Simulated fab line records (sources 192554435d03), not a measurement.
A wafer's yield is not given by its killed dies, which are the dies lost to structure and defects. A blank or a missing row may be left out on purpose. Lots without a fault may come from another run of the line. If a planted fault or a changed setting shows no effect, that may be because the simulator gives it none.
fab line records | flow n5-finfet
[record] lots = 23 wafers = 69 last-day = 17
route steps=1938 shown BEOL_M0_SAQP@693 BEOL_M0@730 BEOL_M1@754
lots with no fault: from the same line, run without faults
start-h: hours from the record's opening day to when the first of the lot's shown wafers began | wait-h: how many hours have passed since the lot's step before this one | " unchanged from the row above | L1.1+2: several wafers, shown together as one row | - no value, or no start was given | * or withheld: withheld | < > ~ a bound
route shown NAME@n: names a module that has steps shown in the file, with the first one's number in the route | usual: mean/standard deviation taken from wafers without a fault | same: alike in all rows | chamber/n: place in a boat | sites: each site's reading | _std_site: the standard deviation of these | _edge_site: outer sites' mean less inner sites' | radius-mm: for every site, how far away it sits from the centre of the wafer | mask NAME#n: copy n | behind: the tool/chamber that last shaped the wafer | hold: what put the lot on hold/how long, in hours/how the hold closed | device: names the non-switching transistor (n, p or np) | end of line: the tests these same wafers got at the end of their route | a step with no rows: only its recipe | killed: the dies lost at the first sort to structure and to defects; this is not the yield of the wafer | map: shows each die of a wafer: x if killed, . if not, _ if none is there
set.NAME: the setting the step ran with; set.NAME@STEP: the setting that earlier step ran with | model.NAME: the simulator's own value behind a step, which no gauge read
route steps across a sampled set of lots; one table per step, one row per wafer
services: the hour from which a tool's chamber was out of use, counted from the record's first day as start-h (under 0 if before that day), plus the number of hours and why
[[steps]]
[step N5_BEOL_M0_SAQP_ETCH_88]
[recipe] chemistry = N2/H2 target = underlayer target-depth-a = 65 time-s = 5.2 ion-energy-ev = 200 mask-material = CAR-EUV pressure-mtorr = 30 source-w = 840 bias-w = 150 n2-flow-sccm = 200 h2-flow-sccm = 200 ends = cleared
[usual] drypump-motor-current-A = 5.7/0.38 etch-rf-on-time-s = 5.21/0.17 oes-product-au = 0.69/0.068 rf-vpp-V = 525.2/2.1 showerhead-plenum-p-Torr = 2.58/0.067 throttle-valve-pct = 17.66/0.26
// columns lot.wafer tool chamber start-h wait-h drypump-motor-current-A etch-rf-on-time-s oes-product-au rf-hours-counter-h rf-vpp-V showerhead-plenum-p-Torr throttle-valve-pct
L074.3 rie-diel-04 2 116.22 0.0 6.0 5.08 0.60 238 527.3 2.59 18.06
L074.4 " 3 " " 6.1 5.00 0.72 92 523.5 2.54 17.18
L074.5 " 2 " " 6.0 5.03 0.60 - 524.8 2.59 18.08
L075.1 rie-diel-05 2 121.64 0.0 5.7 5.34 0.84 2 525.3 2.59 17.44
L075.2 " 0 " " 5.0 4.97 0.63 194 526.0 2.63 17.77
L075.3 " 3 " " 5.8 5.40 0.60 240 526.7 2.59 17.44
L076.2 rie-diel-01 0 125.28 0.0 5.6 5.28 0.60 222 524.1 2.49 17.77
L076.3 " 2 " " 5.8 5.09 0.77 22 522.8 2.49 17.83
L076.6 " 0 " " 5.7 5.24 0.59 - 521.9 2.49 17.74
L077.1 rie-diel-01 1 130.42 0.0 5.7 5.46 0.73 43 529.0 2.70 17.92
L077.3 " 0 " " 5.6 5.31 0.59 223 522.8 2.49 17.72
L077.6 " 1 " " 5.7 5.45 0.72 - 529.0 2.70 17.91
L078.1 rie-diel-05 3 134.76 0.0 5.8 5.31 0.60 245 525.5 2.59 17.45
L078.5 " 2 " " 5.7 5.31 0.81 - 524.4 2.59 17.42
L078.6 " 1 " " 5.6 5.35 0.75 - 526.7 2.60 17.68
L079.3 rie-diel-04 1 141.86 0.0 4.9 5.02 0.66 151 526.0 2.67 17.72
L079.4 " 0 " " 5.4 5.26 0.64 - 525.4 2.64 17.71
L079.5 " 1 " " 4.9 5.02 0.64 - 527.4 2.67 17.70
L080.2 rie-diel-01 0 145.01 0.0 5.6 5.21 0.59 227 521.2 2.49 17.75
L080.4 " 3 " " 6.2 5.41 0.58 250 523.9 2.51 17.88
L080.6 " 0 " " 5.6 5.32 0.59 - 520.6 2.49 17.73
L081.2 rie-diel-04 3 150.71 0.0 6.1 5.07 0.70 103 523.5 2.54 17.18
L081.3 " 1 " " 4.9 5.05 0.65 155 525.4 2.67 17.75
L081.4 " 2 " " 6.0 5.10 0.59 246 525.7 2.59 18.07
L082.2 rie-diel-04 1 162.42 0.0 4.9 5.11 0.64 158 526.0 2.67 17.72
L082.3 " 2 " " 6.0 5.07 0.58 249 527.3 2.59 18.10
L082.6 " 1 " " 5.0 5.05 0.65 - 527.0 2.67 17.72
L083.1 rie-diel-04 0 167.48 0.0 5.4 5.24 0.64 166 525.1 2.63 17.73
L083.4 " 0 " " 5.4 5.29 0.63 - 527.8 2.63 17.71
L083.5 " 1 " " 5.0 5.09 0.65 - 526.7 2.67 17.70
L084.1 rie-diel-04 0 173.60 0.0 5.4 5.30 0.63 168 524.7 2.63 17.73
L084.3 " 3 " " 6.1 5.09 0.69 - 525.4 2.53 17.19
L084.6 " 0 " " 5.4 5.40 0.63 - 524.7 2.63 17.73
L085.2 rie-diel-04 0 176.41 0.0 5.4 5.24 0.63 169 528.2 2.63 17.72
L085.3 " 0 " " 5.4 5.25 0.63 - 525.6 2.63 17.73
L085.6 " 3 " " 6.1 5.00 0.70 - 524.1 2.53 17.19
L086.1 rie-diel-04 3 192.40 0.0 6.1 5.00 0.70 118 523.1 2.53 17.20
L086.3 " 0 " " 5.4 5.34 0.62 174 525.9 2.63 17.74
L086.4 " 3 " " 6.1 4.99 0.71 - 525.2 2.53 17.20
L087.1 rie-diel-01 0 195.39 0.0 5.6 5.24 0.58 244 524.3 2.48 17.78
L087.2 " 1 " " 5.7 5.37 0.71 65 527.8 2.69 17.92
L087.3 " 3 " " 6.2 5.13 0.81 8 521.8 2.51 17.55
L088.1 rie-diel-01 2 198.63 0.0 5.8 5.03 0.75 46 520.7 2.48 17.95
L088.4 " 0 " " 5.6 5.18 0.59 245 522.1 2.48 17.79
L088.5 " 3 " " 6.2 5.15 0.79 - 521.7 2.51 17.55
L090.2 rie-diel-05 3 212.02 0.0 5.8 5.53 0.74 13 523.9 2.58 17.03
L090.3 " 1 " " 5.6 5.21 0.73 54 524.8 2.58 17.74
L090.5 " 1 " " 5.6 5.26 0.72 - 524.6 2.58 17.70
L091.1 rie-diel-05 2 215.60 0.0 5.7 5.35 0.74 35 525.2 2.58 17.50
L091.3 " 3 " " 5.8 5.66 0.74 15 523.3 2.58 17.06
L091.5 " 3 " " 5.8 5.62 0.74 - 525.4 2.58 17.05
L092.2 rie-diel-04 2 223.39 0.0 6.0 5.03 0.81 13 527.9 2.58 17.75
L092.4 " 0 " " 5.4 5.29 0.62 188 522.6 2.62 17.75
L092.5 " 2 " " 6.0 5.07 0.80 - 526.6 2.58 17.75
L093.3 rie-diel-05 3 227.69 0.0 5.8 5.55 0.74 19 525.4 2.58 17.03
L093.5 " 1 " " 5.6 5.31 0.71 - 525.9 2.58 17.71
L093.6 " 0 " " 5.0 5.06 0.61 - 525.1 2.61 17.82
L094.2 rie-diel-01 3 229.86 0.0 6.2 5.13 0.78 14 525.0 2.51 17.54
L094.4 " 1 " " 5.7 5.46 0.70 - 527.9 2.69 17.96
L094.6 " 2 " " 5.8 5.12 0.74 - 523.4 2.47 17.90
L095.1 rie-diel-01 3 241.27 0.0 6.2 5.09 0.78 17 522.7 2.51 17.56
L095.2 " 1 " " 5.7 5.42 0.69 74 529.5 2.69 17.97
L095.4 " 2 " " 5.8 5.10 0.72 - 524.3 2.47 17.92
L096.1 rie-diel-04 1 245.84 0.0 4.9 5.08 0.63 188 525.5 2.65 17.77
L096.5 " 1 " " 4.9 5.11 0.62 - 526.4 2.65 17.78
L096.6 " 0 " " 5.4 5.27 0.61 - 526.1 2.62 17.77
L097.2 rie-diel-01 3 248.64 0.0 6.1 5.22 0.77 21 523.9 2.50 17.57
L097.5 " 2 " " 5.8 5.15 0.72 - 521.4 2.47 17.91
L097.6 " 1 " " 5.7 5.53 0.68 - 527.7 2.68 17.94
[step N5_BEOL_M0_PRE_CLEAN_113]
[recipe] gas = H2/He time-s = 30 temp-c = 250
[usual] heater-power-w = 329/14 susceptor-temp-C = 250.03/0.17
// columns lot.wafer tool chamber start-h wait-h heater-power-w susceptor-temp-C
L074.3 pvd-sputter-02 - 120.06 0.0 353 250.14
L074.4 " - " " 329 249.87
L074.5 " - " " 308 249.86
L075.1 pvd-sputter-03 - 124.62 0.0 338 249.82
L075.2 " - " " 356 250.18
L075.3 " - " " 313 249.91
L076.2 pvd-sputter-01 - 129.44 0.0 321 249.91
L076.3 " - " " 330 249.92
L076.6 " - " " 339 249.90
L077.1 pvd-sputter-03 - 133.48 0.0 355 250.08
L077.3 " - " " 317 250.03
L077.6 " - " " 309 250.08
L078.1 pvd-sputter-01 - 139.24 0.0 339 250.17
L078.5 " - " " 318 250.28
L078.6 " - " " 326 249.97
L079.3 pvd-sputter-01 - 146.27 0.0 341 250.17
L079.4 " - " " 332 250.31
L079.5 " - " " 334 250.18
L080.2 pvd-sputter-01 - 149.68 0.0 329 249.97
L080.4 " - " " 329 249.99
L080.6 " - " " 319 250.15
L081.2 pvd-sputter-01 - 156.92 0.0 314 250.02
L081.3 " - " " 338 250.00
L081.4 " - " " 324 249.77
L082.2 pvd-sputter-01 - 175.49 0.0 338 249.78
L082.3 " - " " 315 249.96
L082.6 " - " " 328 249.97
L083.1 pvd-sputter-01 - 177.43 0.0 329 249.88
L083.4 " - " " 324 249.88
L083.5 " - " " 328 250.20
L084.1 pvd-sputter-01 - 178.92 0.0 324 249.95
L084.3 " - " " 324 250.11
L084.6 " - " " 324 249.96
L085.2 pvd-sputter-01 - 184.31 0.0 321 249.72
L085.3 " - " " 321 249.94
L085.6 " - " " 328 250.31
L086.1 pvd-sputter-02 - 197.16 0.0 309 250.12
L086.3 " - " " 352 250.23
L086.4 " - " " 334 250.15
L087.1 pvd-sputter-03 - 200.30 0.0 321 249.99
L087.2 " - " " 360 250.01
L087.3 " - " " 308 249.69
L088.1 pvd-sputter-03 - 201.44 0.0 349 250.14
L088.4 " - " " 309 250.23
L088.5 " - " " 315 249.98
L090.2 pvd-sputter-03 - 216.57 0.0 351 250.12
L090.3 " - " " 338 249.81
L090.5 " - " " 310 249.64
L091.1 pvd-sputter-03 - 218.51 0.0 305 250.10
L091.3 " - " " 356 250.01
L091.5 " - " " 314 250.31
L092.2 pvd-sputter-02 - 228.82 0.0 332 250.15
L092.4 " - " " 304 250.26
L092.5 " - " " 299 250.06
L093.3 pvd-sputter-02 - 231.44 0.0 334 249.99
L093.5 " - " " 333 249.96
L093.6 " - " " 289 249.99
L094.2 pvd-sputter-02 - 237.38 0.0 321 249.82
L094.4 " - " " 335 250.11
L094.6 " - " " 350 250.03
L095.1 pvd-sputter-03 - 245.66 0.0 316 250.00
L095.2 " - " " 333 250.18
L095.4 " - " " 337 250.18
L096.1 pvd-sputter-01 - 249.04 0.0 339 250.36
L096.5 " - " " 333 250.19
L096.6 " - " " 323 250.03
L097.2 pvd-sputter-01 - 254.43 0.0 325 249.98
L097.5 " - " " 345 250.11
L097.6 " - " " 324 249.76
[step N5_BEOL_M0_ANNEAL_117]
[recipe] temp-c = 400 time-s = 60 ambient = vacuum
[usual] heater-power-w = 825/39 susceptor-temp-C = 399.98/0.22
// columns lot.wafer tool chamber start-h wait-h heater-power-w susceptor-temp-C
L074.3 pvd-sputter-03 - 120.92 0.0 854 400.35
L074.4 " - " " 784 400.27
L074.5 " - " " 871 400.43
L075.1 pvd-sputter-02 - 125.19 0.0 866 399.64
L075.2 " - " " 841 399.84
L075.3 " - " " 745 400.17
L076.2 pvd-sputter-02 - 130.44 0.0 876 399.88
L076.3 " - " " 827 400.22
L076.6 " - " " 760 399.95
L077.1 pvd-sputter-01 - 135.96 0.0 817 400.15
L077.3 " - " " 856 400.26
L077.6 " - " " 822 399.58
L078.1 pvd-sputter-03 - 139.96 0.0 857 400.26
L078.5 " - " " 799 399.99
L078.6 " - " " 838 400.15
L079.3 pvd-sputter-02 - 146.92 0.0 879 400.04
L079.4 " - " " 850 399.92
L079.5 " - " " 889 399.85
L080.2 pvd-sputter-03 - 150.50 0.0 894 399.79
L080.4 " - " " 787 400.12
L080.6 " - " " 822 400.42
L081.2 pvd-sputter-02 - 157.54 0.0 832 400.31
L081.3 " - " " 754 399.99
L081.4 " - " " 858 400.25
L082.2 pvd-sputter-01 - 176.11 0.0 808 400.08
L082.3 " - " " 845 400.32
L082.6 " - " " 857 399.80
L083.1 pvd-sputter-01 - 178.04 0.0 779 399.78
L083.4 " - " " 865 399.62
L083.5 " - " " 858 399.86
L084.1 pvd-sputter-02 - 179.54 0.0 799 400.05
L084.3 " - " " 735 399.81
L084.6 " - " " 838 399.90
L085.2 pvd-sputter-02 - 184.95 0.0 817 399.85
L085.3 " - " " 849 399.98
L085.6 " - " " 826 399.93
L086.1 pvd-sputter-02 - 198.14 0.0 869 399.78
L086.3 " - " " 809 399.63
L086.4 " - " " 831 399.93
L087.1 pvd-sputter-03 - 200.96 0.0 844 400.14
L087.2 " - " " 897 400.20
L087.3 " - " " 818 399.64
L088.1 pvd-sputter-01 - 202.11 0.0 849 399.99
L088.4 " - " " 807 400.53
L088.5 " - " " 826 399.77
L090.2 pvd-sputter-03 - 217.37 0.0 856 400.18
L090.3 " - " " 783 399.41
L090.5 " - " " 833 400.15
L091.1 pvd-sputter-02 - 220.64 0.0 745 399.84
L091.3 " - " " 825 399.85
L091.5 " - " " 758 399.83
L092.2 pvd-sputter-01 - 229.93 0.0 811 399.86
L092.4 " - " " 779 399.96
L092.5 " - " " 810 399.42
L093.3 pvd-sputter-01 - 232.29 0.0 805 399.90
L093.5 " - " " 818 400.06
L093.6 " - " " 804 399.68
L094.2 pvd-sputter-02 - 238.08 0.0 881 400.28
L094.4 " - " " 745 400.10
L094.6 " - " " 807 400.18
L095.1 pvd-sputter-02 - 246.41 0.0 829 399.76
L095.2 " - " " 850 399.60
L095.4 " - " " 771 399.79
L096.1 pvd-sputter-03 - 250.03 0.0 894 399.85
L096.5 " - " " 859 400.07
L096.6 " - " " 826 399.78
L097.2 pvd-sputter-02 - 255.25 0.0 827 400.11
L097.5 " - " " 861 399.94
L097.6 " - " " 827 400.23
[step N5_BEOL_M0_SPUTTER_132]
[recipe] material = Cu target-thk-a = 40 temp-c = -20 chamber-pressure-pa = 0.07 power-w = withheld time-s = 7.37
[usual] chamber-pressure-pa = 0.06998/0.00014 substrate-temp-c = -19.99/0.11 susceptor-temp-C = -20.00/0.099 throttle-valve-pct = 29.7/0.72
// columns lot.wafer tool chamber start-h wait-h chamber-pressure-pa substrate-temp-c susceptor-temp-C throttle-valve-pct
L074.3 pvd-sputter-03 - 120.96 0.0 0.0699 -20.04 -19.94 30.0
L074.4 " - " " 0.07004 -20.10 -20.02 29.5
L074.5 " - " " 0.07021 -19.99 -20.12 30.2
L075.1 pvd-sputter-02 - 125.23 0.0 0.0701 -19.99 -19.86 28.8
L075.2 " - " " 0.07008 -19.96 -20.04 30.6
L075.3 " - " " 0.06977 -19.87 -19.88 29.9
L076.2 pvd-sputter-02 - 130.48 0.0 0.06991 -19.88 -19.99 28.6
L076.3 " - " " 0.06986 -19.98 -19.99 29.7
L076.6 " - " " 0.0701 -19.97 -20.06 30.0
L077.1 pvd-sputter-01 - 136.00 0.0 0.07004 -19.99 -20.32 29.0
L077.3 " - " " 0.07009 -19.88 -19.97 29.5
L077.6 " - " " 0.06985 -19.90 -19.85 29.9
L078.1 pvd-sputter-03 - 140.00 0.0 0.06978 -19.98 -20.07 30.3
L078.5 " - " " 0.06983 -20.06 -20.19 30.5
L078.6 " - " " 0.07024 -19.97 -20.05 30.1
L079.3 pvd-sputter-02 - 146.96 0.0 0.07012 -20.00 -19.72 28.3
L079.4 " - " " 0.06993 -19.98 -19.89 30.3
L079.5 " - " " 0.06992 -20.16 -19.81 28.6
L080.2 pvd-sputter-03 - 150.54 0.0 0.06995 -19.91 -19.99 31.0
L080.4 " - " " 0.0698 -20.13 -20.11 29.2
L080.6 " - " " 0.07 -20.14 -20.00 30.5
L081.2 pvd-sputter-02 - 157.58 0.0 0.07006 -19.97 -20.02 30.7
L081.3 " - " " 0.06997 -20.02 -19.98 29.8
L081.4 " - " " 0.06995 -20.19 -19.96 28.5
L082.2 pvd-sputter-01 - 176.15 0.0 0.06963 -20.02 -20.08 29.6
L082.3 " - " " 0.06998 -20.09 -19.93 29.4
L082.6 " - " " 0.07 -20.00 -19.96 29.5
L083.1 pvd-sputter-01 - 178.08 0.0 0.07002 -19.97 -19.98 28.6
L083.4 " - " " 0.07016 -19.87 -19.99 29.3
L083.5 " - " " 0.07009 -20.10 -20.12 29.4
L084.1 pvd-sputter-02 - 179.58 0.0 0.06987 -20.00 -19.88 29.4
L084.3 " - " " 0.06989 -19.86 -20.08 29.9
L084.6 " - " " 0.0699 -20.00 -20.01 30.5
L085.2 pvd-sputter-02 - 184.99 0.0 0.0703 -20.08 -19.96 29.5
L085.3 " - " " 0.06983 -20.07 -20.04 30.4
L085.6 " - " " 0.0697 -19.99 -20.10 30.2
L086.1 pvd-sputter-02 - 198.18 0.0 0.07004 -19.80 -19.95 28.6
L086.3 " - " " 0.06995 -19.90 -20.11 29.5
L086.4 " - " " 0.07006 -20.04 -20.02 30.4
L087.1 pvd-sputter-03 - 201.00 0.0 0.07003 -19.97 -19.89 30.2
L087.2 " - " " 0.06995 -19.90 -20.07 31.1
L087.3 " - " " 0.06987 -19.88 -20.03 30.3
L088.1 pvd-sputter-01 - 202.15 0.0 0.07016 -20.03 -19.73 29.6
L088.4 " - " " 0.07006 -20.08 -20.05 28.9
L088.5 " - " " 0.07014 -19.76 -20.20 28.6
L090.2 pvd-sputter-03 - 217.41 0.0 0.07016 -19.98 -19.90 30.1
L090.3 " - " " 0.06984 -20.03 -20.09 29.4
L090.5 " - " " 0.06994 -19.92 -20.09 30.5
L091.1 pvd-sputter-02 - 220.68 0.0 0.06986 -19.73 -19.99 29.8
L091.3 " - " " 0.06995 -19.73 -19.89 29.1
L091.5 " - " " 0.06979 -19.89 -20.02 30.0
L092.2 pvd-sputter-01 - 229.97 0.0 0.06957 -20.03 -20.06 29.8
L092.4 " - " " 0.06994 -19.97 -20.10 28.8
L092.5 " - " " 0.06996 -20.05 -19.93 28.9
L093.3 pvd-sputter-01 - 232.33 0.0 0.06991 -19.78 -20.08 29.4
L093.5 " - " " 0.07009 -19.94 -20.00 28.9
L093.6 " - " " 0.06997 -19.82 -20.10 30.0
L094.2 pvd-sputter-02 - 238.12 0.0 0.07001 -20.05 -19.98 28.5
L094.4 " - " " 0.07027 -20.26 -19.90 30.0
L094.6 " - " " 0.06983 -19.87 -20.03 29.2
L095.1 pvd-sputter-02 - 246.45 0.0 0.07003 -19.97 -19.80 29.7
L095.2 " - " " 0.06984 -19.99 -19.91 30.4
L095.4 " - " " 0.06988 -20.20 -20.03 29.8
L096.1 pvd-sputter-03 - 250.07 0.0 0.06993 -20.05 -19.99 31.2
L096.5 " - " " 0.06996 -20.23 -20.08 30.2
L096.6 " - " " 0.07004 -19.89 -19.98 30.8
L097.2 pvd-sputter-02 - 255.29 0.0 0.07005 -20.08 -19.97 30.5
L097.5 " - " " 0.06981 -19.95 -19.94 28.5
L097.6 " - " " 0.0701 -20.11 -19.98 30.6
[step N5_BEOL_M0_CMP_120]
[recipe] stop-on = SiOC t-overpolish-s = 6.9 down-force-psi = 1 platen-rpm = 50 clearing-platen-down-force-psi = 1.5 clearing-platen-rpm = 50 post-cmp-clean = cu-alkaline clearing-platen-pad-velocity-m-s = 0.99484 pad-velocity-m-s = 0.99484
[usual] barrier-field-endpoint-s = 3.58/0.15 motor-current-A = 6.1/0.69 overpolish-run-s = 6.899/0.0087 slurry-filter-dp-kPa = 13.50/0.13 time-to-endpoint-s = 62/4.5
// columns lot.wafer tool chamber start-h wait-h barrier-field-endpoint-s motor-current-A overpolish-run-s slurry-filter-dp-kPa time-to-endpoint-s
L074.4 cmp-04 1 121.73 0.2 3.77 5.3 6.902 13.53 63
L074.3 " 3 " " 3.43 5.6 6.902 13.42 59
L074.5 " 0 " " 3.74 6.9 6.896 13.44 68
L075.3 cmp-03 2 126.07 0.2 3.41 5.9 6.895 13.67 54
L075.2 " 3 " " 3.57 7.2 6.895 13.38 65
L075.1 " 1 " " 3.70 5.4 6.895 13.29 60
L076.3 cmp-01 1 132.39 1.3 3.51 6.6 6.894 13.28 59
L076.2 " 0 " " 3.80 6.1 6.902 13.28 63
L076.6 " 2 " " 3.64 6.7 6.897 13.65 66
L077.1 cmp-03 1 136.77 0.3 3.49 5.4 6.910 13.44 59
L077.3 " 3 " " 3.67 7.1 6.893 13.41 65
L077.6 " 1 " " 3.74 5.4 6.902 13.64 61
L078.1 cmp-03 3 141.93 1.5 3.77 7.2 6.913 13.42 62
L078.6 " 3 " " 3.57 7.2 6.894 13.61 62
L078.5 " 0 " " 3.73 5.2 6.919 13.58 58
L079.3 cmp-01 1 147.77 0.2 3.31 6.8 6.898 13.42 60
L079.4 " 2 " " 3.53 6.8 6.886 13.48 65
L079.5 " 1 " " 3.26 7.2 6.894 13.61 58
L080.2 cmp-03 0 151.35 0.3 3.28 5.6 6.903 13.60 59
L080.4 " 2 " " 3.17 6.2 6.899 13.40 52
L080.6 " 0 " " 3.39 5.7 6.909 13.51 59
L081.2 cmp-03 2 158.35 0.2 3.59 6.3 6.899 13.72 52
L081.3 " 3 " " 3.65 7.1 6.903 13.41 60
L081.4 " 0 " " 3.79 5.6 6.891 13.39 59
L082.3 cmp-04 3 177.22 0.2 3.49 5.8 6.898 13.63 58
L082.2 " 1 " " 3.36 5.3 6.883 13.46 58
L082.6 " 0 " " 3.52 6.8 6.903 13.53 66
L083.4 cmp-03 1 178.85 0.2 3.44 5.3 6.907 13.71 59
L083.1 " 3 " " 3.63 7.5 6.907 13.33 63
L083.5 " 1 " " 3.61 5.3 6.890 13.53 60
L084.1 cmp-04 3 180.33 0.3 3.58 5.6 6.888 13.48 54
L084.3 " 0 " " 3.49 6.3 6.883 13.35 62
L084.6 " 3 " " 3.77 5.7 6.907 13.38 58
L085.2 cmp-04 1 185.76 0.2 3.56 5.0 6.888 13.70 57
L085.3 " 3 " " 3.66 5.4 6.915 13.51 59
L085.6 " 1 " " 3.40 5.0 6.906 13.47 56
L086.1 cmp-04 0 198.97 0.3 3.48 6.8 6.905 13.49 63
L086.3 " 1 " " 3.53 5.2 6.897 13.53 60
L086.4 " 3 " " 3.54 5.7 6.904 13.51 61
L087.3 cmp-04 3 201.73 0.2 3.67 5.4 6.884 13.46 60
L087.2 " 1 " " 3.43 5.3 6.896 13.72 57
L087.1 " 2 " " 3.72 6.6 6.901 13.70 63
L088.1 cmp-01 1 202.89 0.3 3.37 6.7 6.906 13.59 62
L088.4 " 2 " " 3.61 6.5 6.902 13.34 70
L088.5 " 2 " " 3.65 6.5 6.910 13.50 74
L090.2 cmp-03 3 218.32 0.2 3.32 7.4 6.904 13.40 60
L090.3 " 0 " " 3.67 5.5 6.899 13.38 55
L090.5 " 2 " " 3.57 6.1 6.892 13.21 54
L091.3 cmp-03 0 221.45 0.2 3.36 5.6 6.893 13.49 58
L091.1 " 1 " " 3.39 5.2 6.916 13.63 57
L091.5 " 3 " " 3.42 6.9 6.923 13.26 58
L092.2 cmp-04 1 230.77 0.2 3.46 5.1 6.915 13.60 60
L092.4 " 2 " " 3.50 6.6 6.892 13.55 63
L092.5 " 0 " " 3.54 6.7 6.910 13.63 63
L093.3 cmp-04 2 233.07 0.2 3.60 6.6 6.906 13.62 66
L093.5 " 2 " " 3.67 6.4 6.886 13.45 65
L093.6 " 3 " " 3.85 5.6 6.909 13.51 61
L094.2 cmp-04 1 240.29 0.4 3.60 5.2 6.895 13.61 64
L094.4 " 2 " " 3.70 6.7 6.896 13.33 67
L094.6 " 1 " " 3.36 5.0 6.911 13.66 63
L095.4 cmp-04 3 247.22 0.2 3.68 5.6 6.903 13.36 62
L095.1 " 0 " " 3.87 6.5 6.901 13.46 70
L095.2 " 1 " " 3.78 5.0 6.907 13.42 67
L096.1 cmp-01 2 250.88 0.3 3.49 7.0 6.900 13.64 69
L096.6 " 0 " " 3.57 6.2 6.900 13.44 66
L096.5 " 1 " " 3.53 7.1 6.901 13.42 59
L097.2 cmp-04 3 256.22 0.2 3.64 5.7 6.894 13.55 65
L097.5 " 3 " " 3.56 5.6 6.895 13.45 66
L097.6 " 0 " " 3.71 6.7 6.884 13.48 71
[step N5_BEOL_M1_HM_DEP_02]
[recipe] material = TiN target-thk-a = 200 temp-c = 25 chamber-pressure-pa = 0.49996
[usual] chamber-pressure-pa = 0.5000/0.001 substrate-temp-c = 24.99/0.11 susceptor-temp-C = 25.01/0.1 throttle-valve-pct = 29.7/0.75
// columns lot.wafer tool chamber start-h wait-h chamber-pressure-pa substrate-temp-c susceptor-temp-C throttle-valve-pct
L074.3 pvd-sputter-02 - 122.55 0.1 0.4996 24.94 25.01 30.6
L074.4 " - " " 0.4992 24.98 24.98 29.5
L074.5 " - " " 0.4977 25.01 25.00 29.6
L075.1 pvd-sputter-02 - 128.90 2.1 0.5005 25.06 25.07 30.7
L075.2 " - " " 0.5003 24.94 25.11 29.8
L075.3 " - " " 0.4990 24.94 25.03 28.6
L076.2 pvd-sputter-03 - 134.12 0.4 0.5005 25.02 24.98 30.6
L076.3 " - " " 0.5005 25.08 24.87 31.2
L076.6 " - " " 0.4979 24.94 24.97 29.3
L077.1 pvd-sputter-02 - 138.25 0.7 0.4997 24.97 24.92 29.7
L077.3 " - " " 0.4998 25.19 25.23 29.3
L077.6 " - " " 0.4992 24.99 24.97 28.6
L078.1 pvd-sputter-01 - 144.35 1.5 0.4986 24.94 24.84 28.8
L078.5 " - " " 0.4978 24.99 24.95 28.9
L078.6 " - " " 0.5005 25.12 25.09 29.7
L079.3 pvd-sputter-01 - 149.46 0.9 0.5006 24.94 25.07 28.9
L079.4 " - " " 0.5003 24.84 25.00 29.7
L079.5 " - " " 0.5000 24.85 24.95 28.7
L080.2 pvd-sputter-03 - 152.94 0.9 0.5011 25.01 25.03 30.1
L080.4 " - " " 0.4995 25.08 25.04 31.1
L080.6 " - " " 0.5020 24.92 25.08 30.4
L081.2 pvd-sputter-03 - 160.74 1.7 0.5005 25.02 25.07 30.0
L081.3 " - " " 0.5003 24.87 25.01 31.3
L081.4 " - " " 0.5015 24.89 25.03 30.9
L082.2 pvd-sputter-01 - 178.68 0.7 0.4994 24.93 25.07 29.6
L082.3 " - " " 0.4994 25.00 25.01 28.8
L082.6 " - " " 0.4996 25.04 24.96 28.9
L083.1 pvd-sputter-01 - 179.78 0.2 0.4999 25.19 25.07 29.5
L083.4 " - " " 0.5017 25.09 24.85 28.9
L083.5 " - " " 0.5007 25.10 25.19 29.5
L084.1 pvd-sputter-03 - 181.41 0.3 0.4990 25.02 25.07 30.4
L084.3 " - " " 0.5000 24.97 24.89 30.5
L084.6 " - " " 0.4996 24.99 24.72 31.2
L085.2 pvd-sputter-03 - 187.24 0.7 0.5003 25.05 25.03 29.3
L085.3 " - " " 0.4997 25.02 25.10 30.3
L085.6 " - " " 0.5007 25.05 24.95 29.3
L086.1 pvd-sputter-03 - 200.78 1.1 0.4994 24.93 25.18 29.5
L086.3 " - " " 0.5002 25.18 24.76 30.1
L086.4 " - " " 0.5018 25.02 25.12 31.3
L087.1 pvd-sputter-01 - 202.93 0.5 0.5006 24.94 25.05 28.6
L087.2 " - " " 0.4993 25.15 25.05 29.8
L087.3 " - " " 0.5025 24.72 24.96 29.0
L088.1 pvd-sputter-02 - 203.81 0.2 0.5010 25.10 24.99 29.3
L088.4 " - " " 0.4999 24.90 24.91 30.5
L088.5 " - " " 0.4990 24.97 25.08 28.8
L090.2 pvd-sputter-02 - 221.08 2.1 0.4996 24.84 25.07 28.6
L090.3 " - " " 0.5006 25.19 24.99 30.5
L090.5 " - " " 0.4992 25.12 24.99 30.4
L091.1 pvd-sputter-02 - 224.20 2.0 0.4988 24.97 24.99 29.7
L091.3 " - " " 0.5005 24.78 25.13 30.3
L091.5 " - " " 0.5009 24.97 24.98 29.4
L092.2 pvd-sputter-02 - 231.88 0.4 0.4996 24.96 24.89 30.6
L092.4 " - " " 0.4993 25.13 25.02 28.8
L092.5 " - " " 0.5020 25.21 25.08 29.5
L093.3 pvd-sputter-02 - 237.01 3.2 0.4982 24.96 25.04 30.0
L093.5 " - " " 0.5002 24.98 25.09 29.5
L093.6 " - " " 0.5000 25.14 24.91 30.0
L094.2 pvd-sputter-02 - 241.92 0.9 0.5002 25.02 24.88 28.6
L094.4 " - " " 0.5006 24.95 25.05 29.8
L094.6 " - " " 0.5010 24.92 24.97 29.4
L095.1 pvd-sputter-01 - 247.96 0.0 0.4995 25.01 24.98 28.8
L095.2 " - " " 0.4996 24.89 25.05 28.9
L095.4 " - " " 0.5011 25.01 25.12 29.4
L096.1 pvd-sputter-03 - 254.01 2.5 0.5008 25.09 25.05 29.4
L096.5 " - " " 0.5009 25.13 25.03 31.0
L096.6 " - " " 0.4995 25.08 24.86 30.2
L097.2 pvd-sputter-01 - 258.03 1.1 0.4976 24.89 24.99 29.7
L097.5 " - " " 0.4991 24.95 25.03 29.1
L097.6 " - " " 0.4997 25.00 25.00 28.6
[[services]]
// columns tool chamber start-h hours kind
cmp-04 - 96.85 1.0 repair
rie-diel-01 - 100.88 0.9 repair
cmp-04 - 106.25 0.8 repair
cmp-03 - 109.17 2.9 repair
cmp-03 - 118.77 1.5 repair
pvd-sputter-01 - 131.36 1.3 repair
rie-diel-04 0 135.51 2.6 repair
cmp-04 - 136.63 9.2 pm
rie-diel-04 2 137.67 9.0 repair
cmp-03 - 142.80 0.4 repair
cmp-04 - 146.08 4.0 pm
cmp-03 - 153.91 0.3 repair
rie-diel-05 3 154.00 3.5 repair
rie-diel-04 - 156.29 1.1 repair
rie-diel-04 1 173.36 6.0 repair
cmp-04 - 181.87 3.1 repair
rie-diel-05 - 200.69 1.2 repair
cmp-03 - 201.25 0.8 repair
rie-diel-04 3 204.29 12.3 repair
rie-diel-01 - 205.20 14.6 pm
cmp-03 - 219.62 0.4 repair
rie-diel-05 0 231.27 1.3 repair
cmp-03 - 241.11 14.1 pm
rie-diel-01 2 241.99 4.6 repair
[[key]]
fault none
